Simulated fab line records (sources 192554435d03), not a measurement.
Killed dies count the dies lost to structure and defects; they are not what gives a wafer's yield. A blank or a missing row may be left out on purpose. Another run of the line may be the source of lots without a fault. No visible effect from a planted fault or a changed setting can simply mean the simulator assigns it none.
fab line records -- flow n5_finfet -- part 1 of 2: steps 1 to 4 of 6
[record] lots = 19, wafers = 57, last_day = 17
route steps=1938 shown BEOL_M2@857 BEOL_M3@955
lots untouched by any fault: they come from a run of this same line in which no faults occurred
start_h: the number of hours between the record's first day and the start of the first shown wafer of the lot -- wait_h: hours since the lot's step before -- " unchanged from the row above -- L1.1+2: a single row standing in for several wafers -- - no value present, or no start provided -- * or withheld: withheld -- < > ~ a bound
route shown NAME@n: a module of which the file shows steps, and the number in the route of the first -- usual: the fault-free wafers' mean and standard deviation -- same: alike in all rows -- chamber/n: place in a boat -- sites: the reading at each site -- _std_site: how widely they spread, as a standard deviation -- _edge_site: outer sites' mean less inner sites' -- radius_mm: how far each site lies from the wafer's centre -- mask NAME#n: copy n -- behind: tool/chamber where the wafer was last shaped -- hold: why the lot went on hold/how many hours it stayed there/how the hold came to an end -- device: whichever transistor did not switch (one of n, p or np) -- end of line: the same wafers' tests at the end of the route -- a step with no rows: only its recipe -- killed: dies that structure and defects cost at the first sort, which is not the same as the wafer's yield -- map: a wafer's dies, x killed, . not, _ none there
set.NAME: the setting as run; set.NAME@STEP: as run at that earlier step -- model.NAME: the simulator's own value behind a step, which no gauge read
the route's steps for a sample of lots (tables are steps, rows are wafers)
services: from which hour (start_h, from the record's first day; less than 0 if before it) a tool's chamber was out of use, for how many hours, and why
[[steps]]
[step N5_BEOL_M2_DESCUM_16]
[recipe] chemistry = O2, time_s = 7, source_power_w = 50, bias_power_w = 20, pressure_mtorr = 20, rf_frequency_hz = 2.712e+07, temp_c = 40, resist = CAR-EUV, o2_flow_sccm = 225
[usual] bias_power_w = 19.99/0.063, drypump_motor_current_A = 5.9/0.45, oes_product_au = 0.77/0.077, rf_fwd_power_W = 49.39/0.21, rf_vpp_V = 243.3/1.3, showerhead_plenum_p_Torr = 2.11/0.066, throttle_valve_pct = 20.36/0.24
lot.wafer,tool,chamber,start_h,wait_h,bias_power_w,drypump_motor_current_A,oes_product_au,rf_fwd_power_W,rf_hours_counter_h,rf_vpp_V,showerhead_plenum_p_Torr,throttle_valve_pct
L074.3,rie_diel-01,2,130.92,0.3,20.12,6.6,0.72,49.37,186,242.0,2.09,20.47
L074.4,rie_diel-01,1,130.92,0.3,20.06,6.6,0.89,49.26,46,244.3,2.14,20.75
L074.5,rie_diel-01,2,130.92,0.3,20.01,6.6,0.72,49.56,-,241.7,2.09,20.45
L075.2,rie_diel-04,3,148.22,0.4,19.96,5.6,0.74,49.60,182,245.2,2.17,20.17
L075.3,rie_diel-04,0,148.22,0.4,19.96,6.6,0.72,49.39,216,241.0,1.99,20.23
L075.5,rie_diel-04,2,148.22,0.4,20.13,5.8,0.69,49.57,-,243.7,2.15,20.18
L076.2,rie_diel-04,2,152.62,0.4,20.01,5.7,0.68,49.30,240,243.5,2.15,20.18
L076.4,rie_diel-04,3,152.62,0.4,20.06,5.6,0.73,49.27,183,243.4,2.17,20.15
L076.6,rie_diel-04,1,152.62,0.4,20.00,5.7,0.79,49.22,-,243.7,2.10,20.62
L077.2,rie_diel-05,1,154.97,0.2,19.98,6.2,0.69,49.71,245,244.1,2.15,20.51
L077.4,rie_diel-05,0,154.97,0.2,19.89,5.6,0.84,49.08,77,242.7,2.03,20.21
L077.5,rie_diel-05,0,154.97,0.2,19.96,5.6,0.83,49.28,-,240.4,2.03,20.20
L080.1,rie_diel-05,2,176.25,0.4,20.05,6.6,0.77,49.45,146,243.3,2.10,20.41
L080.2,rie_diel-05,0,176.25,0.4,19.89,5.6,0.82,49.08,83,242.0,2.02,20.20
L080.5,rie_diel-05,3,176.25,0.4,19.92,5.6,0.79,49.71,-,244.8,2.20,20.56
L081.2,rie_diel-05,2,181.96,0.2,20.05,6.6,0.78,49.49,148,243.6,2.09,20.41
L081.3,rie_diel-05,3,181.96,0.2,19.98,5.6,0.78,49.53,128,245.6,2.20,20.56
L081.4,rie_diel-05,3,181.96,0.2,20.05,5.5,0.77,49.59,-,245.9,2.20,20.56
L083.2,rie_diel-04,3,183.65,0.3,19.94,5.7,0.72,49.48,193,244.5,2.17,20.17
L083.3,rie_diel-04,0,183.65,0.3,19.96,6.6,0.70,49.30,230,240.5,1.98,20.25
L083.6,rie_diel-04,0,183.65,0.3,19.97,6.6,0.71,49.11,-,241.6,1.98,20.25
L085.1,rie_diel-04,3,201.92,0.8,20.06,5.7,0.72,49.49,203,244.2,2.16,20.17
L085.4,rie_diel-04,2,201.92,0.8,19.98,5.7,0.94,49.41,5,245.0,2.14,19.94
L085.5,rie_diel-04,3,201.92,0.8,19.99,5.6,0.71,49.42,-,243.9,2.16,20.17
L086.4,rie_diel-05,2,211.59,0.1,20.05,6.6,0.75,49.18,163,243.7,2.09,20.44
L086.5,rie_diel-05,1,211.59,0.1,19.96,6.3,0.95,49.54,-,242.0,2.15,20.15
L086.6,rie_diel-05,2,211.59,0.1,20.07,6.6,0.76,49.19,-,243.8,2.09,20.44
L087.3,rie_diel-05,0,212.06,0.2,20.09,5.6,0.82,49.58,100,240.7,2.02,20.23
L087.4,rie_diel-05,3,212.06,0.2,20.08,5.6,0.76,49.65,143,244.7,2.19,20.57
L087.6,rie_diel-05,0,212.06,0.2,20.09,5.6,0.81,49.60,-,242.4,2.02,20.24
L088.1,rie_diel-01,3,221.15,0.0,20.02,5.1,0.71,49.32,231,241.3,1.98,20.49
L088.4,rie_diel-01,1,221.15,0.0,20.00,6.6,0.84,49.28,70,243.4,2.13,20.81
L088.6,rie_diel-01,0,221.15,0.0,20.03,5.5,0.86,49.32,-,243.7,2.12,20.69
L089.1,rie_diel-05,2,224.43,0.2,20.03,6.6,0.76,49.42,169,243.4,2.09,20.44
L089.2,rie_diel-05,0,224.43,0.2,20.05,5.6,0.80,49.47,105,243.7,2.02,20.23
L089.4,rie_diel-05,3,224.43,0.2,20.13,5.5,0.76,49.61,148,242.5,2.19,20.58
L090.2,rie_diel-04,3,230.18,0.2,19.92,5.6,0.70,49.44,214,244.7,2.16,20.20
L090.3,rie_diel-04,1,230.18,0.2,19.98,5.7,0.75,49.33,151,243.8,2.08,20.68
L090.5,rie_diel-04,2,230.18,0.2,20.07,5.7,0.90,49.62,-,243.9,2.14,19.93
L091.1,rie_diel-04,3,234.45,0.0,20.08,5.7,0.70,49.43,216,244.1,2.16,20.20
L091.3,rie_diel-04,2,234.45,0.0,19.93,5.8,0.89,49.64,16,243.7,2.14,19.93
L091.6,rie_diel-04,1,234.45,0.0,19.99,5.7,0.76,49.15,-,243.6,2.08,20.66
L092.3,rie_diel-05,0,245.86,0.0,19.99,5.6,0.80,49.37,111,241.4,2.01,20.24
L092.5,rie_diel-05,2,245.86,0.0,20.03,6.6,0.74,49.30,-,244.4,2.08,20.44
L092.6,rie_diel-05,3,245.86,0.0,19.96,5.5,0.75,49.58,-,245.8,2.19,20.59
L094.1,rie_diel-04,2,248.07,0.0,19.94,5.8,0.88,49.06,23,244.3,2.14,19.96
L094.5,rie_diel-04,3,248.07,0.0,19.92,5.7,0.71,49.39,-,243.6,2.16,20.22
L094.6,rie_diel-04,2,248.07,0.0,19.85,5.7,0.89,48.86,-,243.5,2.14,19.95
L093.2,rie_diel-04,2,249.18,0.1,19.98,5.7,0.90,49.44,24,242.2,2.14,19.94
L093.4,rie_diel-04,2,249.18,0.1,20.03,5.7,0.88,49.58,-,243.0,2.14,19.94
L093.6,rie_diel-04,3,249.18,0.1,19.94,5.7,0.70,49.77,-,244.3,2.16,20.22
L096.1,rie_diel-04,2,264.16,0.0,20.03,5.8,0.87,49.49,27,242.5,2.13,19.97
L096.2,rie_diel-04,0,264.16,0.0,19.98,6.6,1.00,49.55,2,244.8,2.24,19.89
L096.6,rie_diel-04,1,264.16,0.0,19.92,5.7,0.75,49.22,-,244.3,2.08,20.70
L097.2,rie_diel-01,3,278.47,0.2,19.96,5.1,0.70,49.42,250,240.5,1.98,20.52
L097.3,rie_diel-01,2,278.47,0.2,20.03,6.6,0.68,49.70,229,244.1,2.07,20.53
L097.5,rie_diel-01,3,278.47,0.2,19.93,5.1,0.69,49.45,-,240.6,1.98,20.51
[step N5_BEOL_M2_INSPECT_30]
[recipe] mode = adi, inspect_instrument = brightfield
[usual] raw_defect_count = 392/82
lot.wafer,tool,chamber,start_h,wait_h,raw_defect_count
L074.3,defect_inspect-01,-,131.85,0.1,485
L074.4,defect_inspect-01,-,131.85,0.1,386
L074.5,defect_inspect-01,-,131.85,0.1,366
L075.2,defect_inspect-02,-,149.18,0.0,270
L075.3,defect_inspect-02,-,149.18,0.0,308
L075.5,defect_inspect-02,-,149.18,0.0,406
L076.2,defect_inspect-02,-,153.47,0.0,317
L076.4,defect_inspect-02,-,153.47,0.0,362
L076.6,defect_inspect-02,-,153.47,0.0,426
L077.2,defect_inspect-02,-,156.02,0.0,411
L077.4,defect_inspect-02,-,156.02,0.0,328
L077.5,defect_inspect-02,-,156.02,0.0,338
L080.1,defect_inspect-02,-,177.12,0.1,398
L080.2,defect_inspect-02,-,177.12,0.1,351
L080.5,defect_inspect-02,-,177.12,0.1,341
L081.2,defect_inspect-02,-,183.00,0.0,408
L081.3,defect_inspect-02,-,183.00,0.0,424
L081.4,defect_inspect-02,-,183.00,0.0,473
L083.2,defect_inspect-02,-,184.61,0.0,316
L083.3,defect_inspect-02,-,184.61,0.0,471
L083.6,defect_inspect-02,-,184.61,0.0,369
L085.1,defect_inspect-01,-,203.01,0.1,465
L085.4,defect_inspect-01,-,203.01,0.1,496
L085.5,defect_inspect-01,-,203.01,0.1,483
L086.4,defect_inspect-01,-,212.60,0.0,336
L086.5,defect_inspect-01,-,212.60,0.0,308
L086.6,defect_inspect-01,-,212.60,0.0,250
L087.3,defect_inspect-02,-,213.02,0.0,455
L087.4,defect_inspect-02,-,213.02,0.0,474
L087.6,defect_inspect-02,-,213.02,0.0,289
L088.1,defect_inspect-02,-,222.12,0.1,380
L088.4,defect_inspect-02,-,222.12,0.1,440
L088.6,defect_inspect-02,-,222.12,0.1,513
L089.1,defect_inspect-02,-,225.27,0.1,361
L089.2,defect_inspect-02,-,225.27,0.1,280
L089.4,defect_inspect-02,-,225.27,0.1,279
L090.2,defect_inspect-01,-,231.03,0.0,303
L090.3,defect_inspect-01,-,231.03,0.0,278
L090.5,defect_inspect-01,-,231.03,0.0,299
L091.1,defect_inspect-01,-,235.29,0.1,400
L091.3,defect_inspect-01,-,235.29,0.1,347
L091.6,defect_inspect-01,-,235.29,0.1,271
L092.3,defect_inspect-02,-,246.93,0.0,389
L092.5,defect_inspect-02,-,246.93,0.0,317
L092.6,defect_inspect-02,-,246.93,0.0,437
L094.1,defect_inspect-02,-,249.04,0.1,577
L094.5,defect_inspect-02,-,249.04,0.1,498
L094.6,defect_inspect-02,-,249.04,0.1,615
L093.2,defect_inspect-01,-,250.04,0.0,408
L093.4,defect_inspect-01,-,250.04,0.0,249
L093.6,defect_inspect-01,-,250.04,0.0,281
L096.1,defect_inspect-01,-,265.19,0.1,341
L096.2,defect_inspect-01,-,265.19,0.1,262
L096.6,defect_inspect-01,-,265.19,0.1,296
L097.2,defect_inspect-02,-,279.51,0.0,564
L097.3,defect_inspect-02,-,279.51,0.0,430
L097.5,defect_inspect-02,-,279.51,0.0,376
[step N5_BEOL_M2_SPUTTER_48]
[recipe] material = Cu, target_thk_a = 45, temp_c = -20, chamber_pressure_pa = 0.07, power_w = withheld, time_s = 8.29
[usual] chuck_sensor_temp_C = -16.0/0.44, susceptor_temp_C = -20.00/0.099, throttle_valve_pct = 29.8/1.3
lot.wafer,tool,chamber,start_h,wait_h,chuck_sensor_temp_C,susceptor_temp_C,throttle_valve_pct
L074.3,pvd_sputter-02,-,137.14,0.2,-16.4,-20.01,29.6
L074.4,pvd_sputter-02,-,137.14,0.2,-15.3,-19.94,29.5
L074.5,pvd_sputter-02,-,137.14,0.2,-16.2,-20.03,30.4
L075.2,pvd_sputter-03,-,152.41,0.2,-15.7,-20.04,30.9
L075.3,pvd_sputter-03,-,152.41,0.2,-15.5,-20.13,30.8
L075.5,pvd_sputter-03,-,152.41,0.2,-15.6,-20.05,30.3
L076.2,pvd_sputter-01,-,155.76,0.1,-15.5,-20.04,29.7
L076.4,pvd_sputter-01,-,155.76,0.1,-16.7,-20.14,27.6
L076.6,pvd_sputter-01,-,155.76,0.1,-15.6,-20.07,29.8
L077.2,pvd_sputter-02,-,158.23,0.1,-16.1,-20.16,30.7
L077.4,pvd_sputter-02,-,158.23,0.1,-16.4,-19.89,29.4
L077.5,pvd_sputter-02,-,158.23,0.1,-15.3,-20.04,29.4
L080.1,pvd_sputter-03,-,179.47,0.2,-16.2,-19.91,29.2
L080.2,pvd_sputter-03,-,179.47,0.2,-16.0,-20.01,31.2
L080.5,pvd_sputter-03,-,179.47,0.2,-16.1,-20.10,31.2
L081.2,pvd_sputter-03,-,185.47,0.2,-16.1,-20.10,29.4
L081.3,pvd_sputter-03,-,185.47,0.2,-15.4,-20.00,30.6
L081.4,pvd_sputter-03,-,185.47,0.2,-16.2,-19.93,31.2
L083.2,pvd_sputter-01,-,188.59,0.1,-16.1,-20.09,30.5
L083.3,pvd_sputter-01,-,188.59,0.1,-15.5,-19.99,29.6
L083.6,pvd_sputter-01,-,188.59,0.1,-16.5,-20.22,28.0
L085.1,pvd_sputter-01,-,206.01,0.1,-16.1,-19.98,30.4
L085.4,pvd_sputter-01,-,206.01,0.1,-15.4,-20.07,26.8
L085.5,pvd_sputter-01,-,206.01,0.1,-15.6,-19.84,29.7
L086.4,pvd_sputter-01,-,217.63,0.0,-16.1,-19.89,30.4
L086.5,pvd_sputter-01,-,217.63,0.0,-16.4,-19.91,27.5
L086.6,pvd_sputter-01,-,217.63,0.0,-15.5,-20.05,26.5
L087.3,pvd_sputter-02,-,218.55,0.5,-16.4,-19.93,31.0
L087.4,pvd_sputter-02,-,218.55,0.5,-16.1,-19.93,30.7
L087.6,pvd_sputter-02,-,218.55,0.5,-16.1,-19.87,30.6
L089.1,pvd_sputter-01,-,228.35,0.2,-16.6,-20.01,27.6
L089.2,pvd_sputter-01,-,228.35,0.2,-16.1,-19.92,30.4
L089.4,pvd_sputter-01,-,228.35,0.2,-15.6,-20.09,26.8
L088.1,pvd_sputter-03,-,228.36,0.2,-16.4,-20.01,31.2
L088.4,pvd_sputter-03,-,228.36,0.2,-16.0,-19.99,31.2
L088.6,pvd_sputter-03,-,228.36,0.2,-16.2,-20.16,29.3
L090.2,pvd_sputter-02,-,234.13,0.1,-15.2,-19.90,29.4
L090.3,pvd_sputter-02,-,234.13,0.1,-15.9,-20.05,30.5
L090.5,pvd_sputter-02,-,234.13,0.1,-16.0,-20.00,30.6
L091.1,pvd_sputter-02,-,237.52,0.1,-15.3,-19.94,29.3
L091.3,pvd_sputter-02,-,237.52,0.1,-16.5,-19.96,29.6
L091.6,pvd_sputter-02,-,237.52,0.1,-16.2,-20.17,30.8
L092.3,pvd_sputter-02,-,249.69,0.6,-16.6,-20.01,29.5
L092.5,pvd_sputter-02,-,249.69,0.6,-15.2,-20.02,29.3
L092.6,pvd_sputter-02,-,249.69,0.6,-16.1,-19.87,30.8
L094.1,pvd_sputter-03,-,255.15,0.2,-16.0,-19.93,31.3
L094.5,pvd_sputter-03,-,255.15,0.2,-16.2,-19.94,31.4
L094.6,pvd_sputter-03,-,255.15,0.2,-15.8,-19.81,31.1
L093.2,pvd_sputter-03,-,258.67,0.3,-15.9,-19.92,31.1
L093.4,pvd_sputter-03,-,258.67,0.3,-16.3,-19.97,30.9
L093.6,pvd_sputter-03,-,258.67,0.3,-15.3,-19.97,30.5
L096.1,pvd_sputter-01,-,268.71,0.1,-16.4,-19.95,27.9
L096.2,pvd_sputter-01,-,268.71,0.1,-15.5,-20.11,30.0
L096.6,pvd_sputter-01,-,268.71,0.1,-15.4,-20.04,29.5
L097.2,pvd_sputter-03,-,283.40,1.5,-16.3,-19.81,29.2
L097.3,pvd_sputter-03,-,283.40,1.5,-16.1,-19.87,31.2
L097.5,pvd_sputter-03,-,283.40,1.5,-15.5,-20.14,30.9
[step N5_BEOL_M3_STRIP_19]
[recipe] chemistry = O2, power_w = 400, temp_c = 40, pressure_mtorr = 30, rf_frequency_hz = 6e+07, bias_power_w = 0, overash_fraction = 0.2, o2_flow_sccm = 225
[usual] drypump_motor_current_A = 5.9/0.42, oes_product_au = 0.81/0.083, rf_vpp_V = 3.7/0.47, showerhead_plenum_p_Torr = 2.13/0.084, throttle_valve_pct = 16.60/0.23
[same] bias_power_w = 0
lot.wafer,tool,chamber,start_h,wait_h,drypump_motor_current_A,oes_product_au,rf_hours_counter_h,rf_vpp_V,showerhead_plenum_p_Torr,throttle_valve_pct
L074.3,rie_diel-02,1,141.75,0.1,6.2,0.77,-,2.8,2.19,16.37
L074.4,rie_diel-02,0,141.75,0.1,6.0,0.86,-,4.0,2.22,16.32
L074.5,rie_diel-02,1,141.75,0.1,6.2,0.77,-,3.8,2.19,16.35
L075.2,rie_diel-06,0,156.54,0.1,6.0,0.68,233,3.7,2.07,16.87
L075.3,rie_diel-06,3,156.54,0.1,5.8,0.84,79,3.3,2.22,16.39
L075.5,rie_diel-06,0,156.54,0.1,6.0,0.68,-,4.1,2.07,16.86
L076.2,rie_diel-02,3,161.34,0.1,5.5,0.98,2,3.3,2.25,16.48
L076.4,rie_diel-02,2,161.34,0.1,6.2,0.75,182,3.5,2.00,16.98
L076.6,rie_diel-02,3,161.34,0.1,5.6,0.99,-,3.4,2.25,16.48
L077.2,rie_diel-02,2,164.81,0.1,6.2,0.76,183,3.7,1.99,16.98
L077.4,rie_diel-02,1,164.81,0.1,6.2,0.76,145,4.2,2.19,16.37
L077.5,rie_diel-02,0,164.81,0.1,6.1,0.84,-,4.4,2.22,16.33
L080.1,rie_diel-02,0,186.17,0.2,6.0,0.83,75,3.6,2.21,16.37
L080.2,rie_diel-02,3,186.17,0.2,5.6,0.97,10,3.1,2.24,16.49
L080.5,rie_diel-02,3,186.17,0.2,5.6,0.95,-,3.8,2.24,16.50
L081.2,rie_diel-02,1,191.42,0.1,6.2,0.74,155,4.4,2.18,16.39
L081.3,rie_diel-02,0,191.42,0.1,6.0,0.82,77,3.4,2.21,16.35
L081.4,rie_diel-02,3,191.42,0.1,5.6,0.94,13,2.9,2.24,16.48
L083.2,rie_diel-03,1,192.55,0.1,5.9,0.73,171,3.5,2.18,16.90
L083.3,rie_diel-03,0,192.55,0.1,6.7,0.88,28,3.4,2.05,16.52
L083.6,rie_diel-03,2,192.55,0.1,5.3,0.75,-,3.4,2.01,16.77
L085.1,rie_diel-02,1,211.96,0.2,6.3,0.74,161,4.5,2.18,16.42
L085.4,rie_diel-02,2,211.96,0.2,6.2,0.73,199,3.0,1.99,17.01
L085.5,rie_diel-02,3,211.96,0.2,5.6,0.93,-,3.4,2.24,16.49
L086.4,rie_diel-03,3,223.62,0.1,5.3,0.95,8,3.8,2.05,16.59
L086.5,rie_diel-03,0,223.62,0.1,6.7,0.87,-,3.8,2.05,16.55
L086.6,rie_diel-03,3,223.62,0.1,5.3,0.94,-,3.6,2.05,16.58
L087.3,rie_diel-06,2,223.79,0.1,5.2,0.87,51,2.8,2.14,16.60
L087.4,rie_diel-06,1,223.79,0.1,6.2,0.89,30,4.5,2.14,16.34
L087.6,rie_diel-06,2,223.79,0.1,5.2,0.87,-,3.8,2.14,16.62
L089.1,rie_diel-06,3,232.89,0.1,5.9,0.82,97,4.2,2.21,16.43
L089.2,rie_diel-06,2,232.89,0.1,5.2,0.86,54,3.0,2.14,16.62
L089.4,rie_diel-06,2,232.89,0.1,5.2,0.86,-,4.0,2.13,16.62
L088.1,rie_diel-03,1,234.36,0.2,5.9,0.73,184,3.2,2.18,16.94
L088.4,rie_diel-03,2,234.36,0.2,5.3,0.74,164,3.8,2.01,16.80
L088.6,rie_diel-03,2,234.36,0.2,5.3,0.74,-,3.7,2.01,16.81
L090.2,rie_diel-02,0,238.47,0.2,6.0,0.81,90,3.7,2.21,16.38
L090.3,rie_diel-02,1,238.47,0.2,6.3,0.72,172,4.8,2.18,16.42
L090.5,rie_diel-02,1,238.47,0.2,6.2,0.73,-,4.0,2.18,16.43
L091.1,rie_diel-03,3,243.36,0.1,5.4,0.93,13,4.3,2.05,16.62
L091.3,rie_diel-03,2,243.36,0.1,5.3,0.74,166,2.7,2.01,16.78
L091.6,rie_diel-03,3,243.36,0.1,5.3,0.93,-,2.9,2.05,16.58
L092.3,rie_diel-03,3,254.97,0.1,5.4,0.91,17,5.0,2.05,16.60
L092.5,rie_diel-03,1,254.97,0.1,5.9,0.72,-,3.7,2.17,16.94
L092.6,rie_diel-03,2,254.97,0.1,5.3,0.74,-,3.8,2.01,16.81
L094.1,rie_diel-03,3,261.55,0.1,5.3,0.92,19,3.7,2.05,16.59
L094.5,rie_diel-03,0,261.55,0.1,6.6,0.84,-,3.6,2.04,16.56
L094.6,rie_diel-03,1,261.55,0.1,5.9,0.72,-,3.5,2.17,16.92
L093.2,rie_diel-02,0,263.01,0.1,6.0,0.80,99,4.1,2.20,16.40
L093.4,rie_diel-02,2,263.01,0.1,6.2,0.72,214,3.4,1.99,17.05
L093.6,rie_diel-02,1,263.01,0.1,6.2,0.72,-,3.0,2.17,16.44
L096.1,rie_diel-03,0,273.58,0.2,6.6,0.86,52,4.0,2.04,16.58
L096.2,rie_diel-03,1,273.58,0.2,5.9,0.72,195,3.7,2.17,16.95
L096.6,rie_diel-03,0,273.58,0.2,6.7,0.85,-,3.8,2.04,16.57
L097.2,rie_diel-02,3,288.41,0.1,5.6,0.87,45,3.9,2.23,16.55
L097.3,rie_diel-02,2,288.41,0.1,6.2,0.71,222,4.1,1.98,17.05
L097.5,rie_diel-02,2,288.41,0.1,6.2,0.71,-,3.8,1.98,17.06
